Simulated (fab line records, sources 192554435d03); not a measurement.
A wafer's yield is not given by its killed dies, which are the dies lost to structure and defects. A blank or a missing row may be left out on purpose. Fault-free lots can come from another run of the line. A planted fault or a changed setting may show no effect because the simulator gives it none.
Which of the tools did it?	flow n5Finfet	10 lots, 30 wafers sampled, at 3 steps of a route of 1938

## WHAT THE GAUGES READ, wafer by wafer
N5_BEOL_M4_INSPECT_59: inspects for defects (darkfield). Usual: rawDefectCount 68, standard deviation 24.
lot	measured	on	rawDefectCount	flag
L913	day 8 12:29	defectInspect-01	57 51 68	
L916	day 8 20:38	defectInspect-02	104 79 75	
L917	day 9 10:14	defectInspect-02	36 52 32	
L918	day 9 21:10	defectInspect-01	33 54 65	
L919	day 10 00:35	defectInspect-02	72 83	
L921	day 10 23:11	defectInspect-02	91 54 108	
L922	day 11 06:34	defectInspect-01	49 50 48	
L927	day 12 06:25	defectInspect-02	106 118 141	
L929	day 13 03:14	defectInspect-02	64 89 58	
L935	day 13 19:01	defectInspect-02	90 83 65	

N5_BEOL_M4_RC_MEAS_101. Usual: CJ_N 4.33, standard deviation 0.09; CJ_P 5.82, standard deviation 0.13; DIBL_N 36.0 mV/V, standard deviation 1.4; DIBL_P 36.1 mV/V, standard deviation 1.4; IOFF_N 0.153 nA/um, standard deviation 0.02; IOFF_P 0.211 nA/um, standard deviation 0.026; ION_N 673 uA/um, standard deviation 8.7; ION_P 463 uA/um, standard deviation 6.7; RS_NWELL 1036 ohm/sq, standard deviation 7; RS_PWELL 3013 ohm/sq, standard deviation 25; SS_N 71.5 mV/dec, standard deviation 0.5; SS_P 73.3 mV/dec, standard deviation 0.54; VT_N 250.1 mV, standard deviation 2.4; VT_N_LONG 274.6 mV, standard deviation 1.8; VT_P -250.2 mV, standard deviation 2.9.
lot	measured	on	CJ_N	CJ_P	DIBL_N (mV/V)	DIBL_P (mV/V)	IOFF_N (nA/um)	IOFF_P (nA/um)	ION_N (uA/um)	ION_P (uA/um)	RS_NWELL (ohm/sq)	RS_PWELL (ohm/sq)	SS_N (mV/dec)	SS_P (mV/dec)	VT_N (mV)	VT_N_LONG (mV)	VT_P (mV)	flag
L913	day 8 12:31	prober-02	4.22 4.28 4.19	5.78 5.74 6.03	35.0 34.5 35.7	36.0 34.9 36.5	0.147 0.134 0.149	0.215 0.201 0.231	681 671 675	478 469 472	1034 1035 1027	2974 3026 3000	70.4 71.1 71.2	72.5 72.2 72.7	248.7 251.1 250.3	275.9 275.1 274.6	-247.8 -247.9 -247.5	
L916	day 8 20:49	prober-01	4.21 4.33 4.34	5.85 5.59 5.89	38.0 37.3 37.5	35.9 34.0 34.4	0.154 0.138 0.139	0.196 0.168 0.178	667 668 671	454 448 457	1029 1037 1035	3009 2998 2981	71.5 71.7 71.3	73.9 72.9 73.1	250.2 249.0 252.9	273.7 275.0 275.3	-250.9 -253.1 -254.4	
L917	day 9 10:25	prober-02	4.20 4.20 4.31	5.65 5.95 5.74	34.5 35.4 37.4	35.0 36.9 38.7	0.131 0.152 0.186	0.171 0.188 0.217	666 674 685	456 463 463	1041 1043 1053	3032 3041 3044	71.5 70.7 71.4	72.7 74.0 73.5	252.6 249.2 247.3	272.8 272.8 272.3	-254.4 -253.0 -250.4	
L918	day 9 21:12	prober-02	5.00 5.04 5.02	4.10 4.14 3.67	39.1 37.8 38.9	39.8 37.9 40.4	0.173 0.150 0.168	0.263 0.226 0.286	662 655 665	473 470 476	1074 1063 1063	3151 3137 3172	71.5 71.1 71.1	74.7 73.9 74.7	248.3 251.7 251.9	280.2 281.4 279.0	-247.0 -249.5 -249.7	OFF
L919	day 10 01:04	prober-01	4.96 4.99	3.93 3.96	36.0 34.3	37.4 35.4	0.138 0.108	0.228 0.215	651 639	465 465	1054 1064	3133 3105	71.2 70.5	73.6 72.9	255.8 255.9	283.0 280.7	-249.0 -251.3	OFF
L921	day 10 23:22	prober-01	5.01 4.95 5.01	4.23 4.39 4.21	36.9 36.0 38.2	38.9 37.4 40.5	0.156 0.144 0.189	0.255 0.229 0.293	660 658 670	468 469 472	1047 1052 1058	3146 3135 3141	71.8 71.4 72.0	73.3 72.6 73.8	252.4 250.7 250.1	280.3 276.5 279.2	-246.4 -246.3 -245.2	OFF
L922	day 11 06:45	prober-01	4.19 4.14 4.21	5.67 5.57 5.61	34.6 34.2 35.7	35.7 35.0 36.7	0.140 0.127 0.151	0.202 0.192 0.220	667 671 683	464 464 470	1019 1027 1037	3019 2980 2972	71.3 70.6 72.0	73.1 73.6 73.2	250.4 252.5 249.6	275.8 274.2 272.0	-249.8 -248.7 -248.1	
L927	day 12 07:57	prober-02	4.36 4.37 4.27	5.92 5.84 5.56	38.1 35.8 36.0	38.3 35.9 36.6	0.197 0.165 0.167	0.275 0.225 0.232	691 683 679	467 473 468	1042 1032 1031	2999 2990 2975	72.3 72.1 71.6	74.0 73.4 73.6	248.2 246.7 246.9	272.6 274.4 275.3	-244.3 -250.4 -249.3	
L929	day 13 03:16	prober-01	4.24 4.36 4.32	5.99 6.02 5.78	37.0 36.8 36.0	36.9 36.3 35.9	0.184 0.175 0.165	0.281 0.255 0.241	697 691 681	482 478 467	1038 1042 1037	2991 3005 3009	71.4 71.3 71.2	73.5 73.3 73.2	244.1 244.7 248.3	269.3 270.5 269.7	-239.9 -242.6 -243.3	
L935	day 13 19:11	prober-01	4.28 4.29 4.26	5.53 5.76 5.65	35.5 35.1 36.6	34.3 34.3 35.9	0.139 0.139 0.153	0.185 0.189 0.216	659 669 662	456 459 462	1043 1033 1037	3016 3020 3011	71.2 71.4 71.1	72.3 72.9 72.4	250.1 253.1 252.1	274.5 274.0 274.3	-250.4 -250.0 -251.4	

## TOOL THAT RAN EACH LOT (tool first, then ch and the chambers of the sampled wafers, then the start)
lot	N5_WELL_APT_EPI_41
L913	epiRpcvd-01 ch 0, day 1 16:20
L916	epiRpcvd-01 ch 0, day 2 10:17
L917	epiRpcvd-01 ch 0, day 2 16:00
L918	epiRpcvd-01 ch 0, day 2 21:58
L919	epiRpcvd-01 ch 0, day 3 04:43
L921	epiRpcvd-01 ch 0, day 3 16:23
L922	epiRpcvd-03 ch 0, day 3 22:08
L927	epiRpcvd-03 ch 0, day 5 04:19
L929	epiRpcvd-02 ch 0, day 5 16:10
L935	epiRpcvd-03 ch 0, day 7 04:26
- N5_WELL_APT_EPI_41: deposits Si from SiH4/H2, target thk 50 nm, time 297.7 s.

## AS READ BY THE TOOLS THEMSELVES (means over the sampled wafers that have a number; for cases with no such wafer, the mark the record gives instead)
N5_WELL_APT_EPI_41. Usual: throttleValvePct 11.6 %, standard deviation 0.34.
lot	tool	throttleValvePct (%)	flag
L913	epiRpcvd-01	11.9	
L916	epiRpcvd-01	11.9	
L917	epiRpcvd-01	11.9	
L918	epiRpcvd-01	11.9	
L919	epiRpcvd-01	11.9	
L921	epiRpcvd-01	11.9	
L922	epiRpcvd-03	11.2	
L927	epiRpcvd-03	11.2	
L929	epiRpcvd-02	11.3	
L935	epiRpcvd-03	11.3	

## THE ANSWER, worked out from the rows above alone
Rule: take the mean of a lot's wafers that have a number; if it is more than 3 standard deviations from the usual mean, the lot is off. A lot without any number at a reading at which 4 lots or more have one is off too. Where the step has rows for the other lots, those lots are counted as sound. After the gauges, taken in route order, come the tools' own readings; for these a lot's mean is taken, as printed above. At the first step where some lot is off, the reading lying furthest off is the one used; lots without a number count as furthest.
Off: L918, L919, L921, at N5_BEOL_M4_RC_MEAS_101 (CJ_P).
A tool fits if, at a process step before that reading, it ran every lot that is off, and no sound lot after the first of them. Gauges at N5_BEOL_M4_RC_MEAS_101: tried the same way as those tools. One fits: epiRpcvd-01 at N5_WELL_APT_EPI_41. A fault onset in the window from L917 (day 2 16:00, its last sound lot) to L918 (day 2 21:58, its first lot off) fits.

## WHAT HAD BEEN PUT IN BY THE SIMULATOR
Process parameter drift: epiRpcvd-01, from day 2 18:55 on, at N5_WELL_APT_EPI_41. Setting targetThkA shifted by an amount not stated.
Shown lots that were struck: L918, L919, L921. The rule above found the same.
